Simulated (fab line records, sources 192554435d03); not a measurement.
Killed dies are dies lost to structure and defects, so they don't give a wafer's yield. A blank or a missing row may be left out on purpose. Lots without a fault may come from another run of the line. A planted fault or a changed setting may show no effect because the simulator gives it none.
Chamber matching | flow n5_finfet | N5_BEOL_M4_ETCH_69 on rie_diel-01: 4 sister chambers
The step etches SiARC in CF4, target depth 15.6 nm, time 26 s. 14 wafers are shown with their chamber, then 7 later ones without.

WAFERS WITH THEIR CHAMBER
wafer  | chamber | showerhead_plenum_p_Torr (Torr) | throttle_valve_pct (%) | drypump_motor_current_A (A)
L074.2 | 3       | 2.22                            | 15.66                  | 5.3
L074.5 | 1       | 2.18                            | 15.13                  | 5.7
L074.6 | 0       | 2.04                            | 15.70                  | 5.7
L075.2 | 0       | 2.04                            | 15.72                  | 5.8
L075.5 | 3       | 2.22                            | 15.68                  | 5.3
L075.6 | 2       | 2.12                            | 15.35                  | 5.9
L084.1 | 1       | 2.18                            | 15.15                  | 5.8
L084.2 | 3       | 2.21                            | 15.69                  | 5.3
L084.5 | 1       | 2.18                            | 15.15                  | 5.7
L085.3 | 0       | 2.04                            | 15.73                  | 5.7
L085.4 | 2       | 2.12                            | 15.41                  | 5.9
L085.5 | 0       | 2.04                            | 15.75                  | 5.7
L087.1 | 1       | 2.17                            | 15.17                  | 5.7
L087.4 | 0       | 2.03                            | 15.75                  | 5.8

SIGNATURES (means of the wafers above)
reading                  | chamber 0 | chamber 1 | chamber 2 | chamber 3 | scatter within a chamber
showerhead_plenum_p_Torr | 2.0380    | 2.1775    | 2.1200    | 2.2167    | 0.00471
throttle_valve_pct       | 15.7300   | 15.1500   | 15.3800   | 15.6767   | 0.0221
drypump_motor_current_A  | 5.740     | 5.725     | 5.900     | 5.300     | 0.0442
Rule: a wafer's distance from a chamber is the root of the sum, over the readings, of the square of ((its reading less the chamber's mean) divided by the reading's scatter). The wafer belongs to the nearest chamber; if the next one is less than 2 further off, it can't be placed. The scatter: the root of (the sum of the squares of (reading less its chamber's mean) over the shown wafers, divided by (wafers less chambers)).

WAFERS WITHOUT THEIR CHAMBER
wafer  | showerhead_plenum_p_Torr (Torr) | throttle_valve_pct (%) | drypump_motor_current_A (A)
L087.6 | 2.17                            | 15.16                  | 5.7
L092.2 | 2.11                            | 15.40                  | 5.9
L092.4 | 2.21                            | 15.71                  | 5.3
L092.5 | 2.03                            | 15.76                  | 5.7
L095.1 | 2.17                            | 15.19                  | 5.7
L095.3 | 2.03                            | 15.78                  | 5.8
L095.6 | 2.21                            | 15.75                  | 5.3

WHICH CHAMBER EACH WENT THROUGH
wafer  | from the rows above | in truth
L087.6 | 1                   | 1
L092.2 | 2                   | 2
L092.4 | 3                   | 3
L092.5 | 0                   | 0
L095.1 | 1                   | 1
L095.3 | 0                   | 0
L095.6 | 3                   | 3
Placed correctly: 7 of 7. Can't be placed from these rows: 0. Placed wrongly: 0.
